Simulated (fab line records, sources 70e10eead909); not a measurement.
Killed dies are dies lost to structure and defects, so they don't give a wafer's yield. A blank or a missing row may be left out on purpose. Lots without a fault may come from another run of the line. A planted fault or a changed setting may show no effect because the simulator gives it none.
Chamber matching | flow nand_harc | NHARC_A_STAIRCASE_TRIM_20 on rie_diel-02: 4 sister chambers
The step chemistry O2, time 211.2 s. 30 wafers are shown with their chamber, then 12 later ones without.

WAFERS WITH THEIR CHAMBER
wafer  | chamber | showerhead_plenum_p_Torr (Torr) | drypump_motor_current_A (A) | rf_vpp_V (V)
L076.1 | 0       | 3.79                            | 5.7                         | 59.4
L076.2 | 1       | 3.63                            | 5.3                         | 57.4
L076.3 | 3       | 3.29                            | 5.4                         | 57.1
L076.4 | 0       | 3.79                            | 5.7                         | 57.9
L076.5 | 3       | 3.29                            | 5.4                         | 57.1
L076.6 | 1       | 3.63                            | 5.3                         | 59.3
L080.1 | 0       | 3.79                            | 5.7                         | 58.9
L080.5 | 1       | 3.63                            | 5.3                         | 58.6
L080.6 | 3       | 3.29                            | 5.4                         | 57.6
L078.2 | 3       | 3.29                            | 5.4                         | 57.1
L078.4 | 1       | 3.63                            | 5.3                         | 57.8
L078.6 | 3       | 3.29                            | 5.4                         | 56.5
L081.1 | 1       | 3.63                            | 5.3                         | 58.0
L081.4 | 0       | 3.78                            | 5.7                         | 58.3
L081.6 | 3       | 3.29                            | 5.4                         | 57.8
L082.2 | 2       | 3.57                            | 6.3                         | 57.3
L082.4 | 1       | 3.62                            | 5.3                         | 58.5
L082.6 | 0       | 3.78                            | 5.7                         | 59.0
L084.2 | 1       | 3.62                            | 5.3                         | 58.4
L084.4 | 0       | 3.78                            | 5.7                         | 58.5
L084.5 | 3       | 3.28                            | 5.4                         | 56.1
L085.1 | 2       | 3.56                            | 6.2                         | 58.8
L085.5 | 0       | 3.78                            | 5.7                         | 57.8
L085.6 | 3       | 3.28                            | 5.4                         | 58.6
L087.2 | 0       | 3.77                            | 5.7                         | 59.5
L087.3 | 1       | 3.62                            | 5.3                         | 59.0
L087.6 | 0       | 3.77                            | 5.7                         | 57.1
L088.1 | 1       | 3.62                            | 5.3                         | 57.3
L088.4 | 0       | 3.77                            | 5.7                         | 58.9
L088.5 | 3       | 3.28                            | 5.4                         | 57.5

SIGNATURES (means of the wafers above)
reading                  | chamber 0 | chamber 1 | chamber 2 | chamber 3 | scatter within a chamber
showerhead_plenum_p_Torr | 3.7800    | 3.6256    | 3.5650    | 3.2867    | 0.00642
drypump_motor_current_A  | 5.700     | 5.300     | 6.250     | 5.400     | 0.0139
rf_vpp_V                 | 58.530    | 58.256    | 58.050    | 57.267    | 0.743
Rule: a wafer's distance from a chamber is the root of the sum, over the readings, of the square of ((its reading less the chamber's mean) divided by the reading's scatter). The wafer belongs to the nearest chamber; if the next one is less than 2 further off, it can't be placed. The scatter: the root of (the sum of the squares of (reading less its chamber's mean) over the shown wafers, divided by (wafers less chambers)).

WAFERS WITHOUT THEIR CHAMBER
wafer  | showerhead_plenum_p_Torr (Torr) | drypump_motor_current_A (A) | rf_vpp_V (V)
L089.2 | 3.61                            | 5.3                         | 58.2
L089.4 | 3.28                            | 5.4                         | 57.2
L089.5 | 3.77                            | 5.7                         | 58.1
L095.2 | 3.81                            | 5.4                         | 57.2
L095.3 | 3.61                            | 5.3                         | 58.0
L095.5 | 3.56                            | 6.3                         | 56.8
L097.1 | 3.56                            | 6.3                         | 57.6
L097.4 | 3.61                            | 5.3                         | 56.7
L097.6 | 3.77                            | 5.7                         | 59.1
L096.1 | 3.80                            | 5.4                         | 58.6
L096.2 | 3.77                            | 5.7                         | 59.1
L096.4 | 3.55                            | 6.3                         | 57.9

WHICH CHAMBER EACH WENT THROUGH
wafer  | from the rows above | in truth
L089.2 | 1                   | 1
L089.4 | 3                   | 3
L089.5 | 0                   | 0
L095.2 | 0                   | 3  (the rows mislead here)
L095.3 | 1                   | 1
L095.5 | 2                   | 2
L097.1 | 2                   | 2
L097.4 | 1                   | 1
L097.6 | 0                   | 0
L096.1 | 0                   | 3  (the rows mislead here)
L096.2 | 0                   | 0
L096.4 | 2                   | 2
Placed correctly: 10 of 12. Can't be placed from these rows: 0. Placed wrongly: 2.
